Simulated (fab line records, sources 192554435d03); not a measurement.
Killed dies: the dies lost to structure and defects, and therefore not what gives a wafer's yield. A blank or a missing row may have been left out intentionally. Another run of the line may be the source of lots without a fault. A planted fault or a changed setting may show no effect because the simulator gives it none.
A single fault, viewed from 2 desks	flow n5-finfet	numbers are kept per desk, each desk with only its own; the story behind them comes last

## FOR THE TOOL OWNER'S DESK: rie-metal-03
The tool's own readings at N5_PASSIVATION_ETCH_59 (etches TaN in Cl2/BCl3, target depth 65 nm, time 34.9 s): means of the sampled wafers that have a number, for each lot that ran on this tool. A lot is out of limits, marked OUT, if its mean lies more than 4 standard deviations from the usual mean; the brackets give that distance.
Columns: A = bcl3-flow-sccm at N5_PASSIVATION_ETCH_59, usual 30.00 sccm; B = drypump-motor-current-A at N5_PASSIVATION_ETCH_59, usual 5.8 A; C = oes-product-au at N5_PASSIVATION_ETCH_59, usual 0.77 a.u.; D = throttle-valve-pct at N5_PASSIVATION_ETCH_59, usual 21.14 %
lot	first seen here	A	B	C	D
L959	day 12 12:26	30.01	5.4	0.80	21.19
L962	day 13 10:30	30.04	5.6	0.62	21.48
L964	day 13 15:52	29.89	5.7	0.61	21.49
L975	day 16 09:01	30.04	5.7	0.72	21.19
L979	day 17 14:56	30.01	5.4	0.77	21.21
This desk's verdict: no lot among the 5 shows anything out of limits.

## THE METROLOGY DESK
What the gauges read for every lot (on any tool): the sampled wafers with a number, averaged. A lot is out of limits, marked OUT, if its mean lies more than 4 standard deviations from the usual mean; the brackets give that distance. Readings shown: 7 of its 11, picked as those furthest out on some lot.
Columns: A = IOFF_N at N5_BEOL_M4_RC_MEAS_101, usual 0.157 nA/um; B = IOFF_P at N5_BEOL_M4_RC_MEAS_101, usual 0.206 nA/um; C = ION_P at N5_BEOL_M4_RC_MEAS_101, usual 461 uA/um; D = SS_N at N5_BEOL_M4_RC_MEAS_101, usual 71.5 mV/dec; E = VT_N at N5_BEOL_M4_RC_MEAS_101, usual 249.9 mV; F = VT_P at N5_BEOL_M4_RC_MEAS_101, usual -250.6 mV; G = cd-nm at N5_PASSIVATION_CD_MEAS_44, usual 40000 nm
lot	first seen here	A	B	C	D	E	F	G
L958	day 8 05:33	0.145	0.190	463	70.7	249.8	-251.6	39995
L959	day 8 10:10	0.152	0.209	457	72.0	252.5	-251.4	40002
L962	day 9 07:38	0.153	0.205	459	71.6	250.3	-251.2	40002
L964	day 9 13:46	0.191	0.251	464	72.0	247.7	-247.4	40001
L971	day 11 11:57	0.186	0.254	472	71.5	246.0	-245.8	40002
L975	day 12 07:06	0.170	0.243	472	72.3	247.6	-245.9	39999
L976	day 12 17:07	0.133	0.166	453	71.4	252.3	-255.3	40002
L978	day 13 01:10	0.143	0.208	468	71.2	250.0	-247.3	39999
L979	day 13 13:49	0.144	0.188	458	71.5	251.8	-252.5	40005
This desk's verdict: no lot among the 9 shows anything out of limits.

## PUT TOGETHER
The desk of the tool owner found nothing out of limits.
Nothing out of limits was seen by the metrology desk.

## WHAT WAS PUT IN BY THE SIMULATOR
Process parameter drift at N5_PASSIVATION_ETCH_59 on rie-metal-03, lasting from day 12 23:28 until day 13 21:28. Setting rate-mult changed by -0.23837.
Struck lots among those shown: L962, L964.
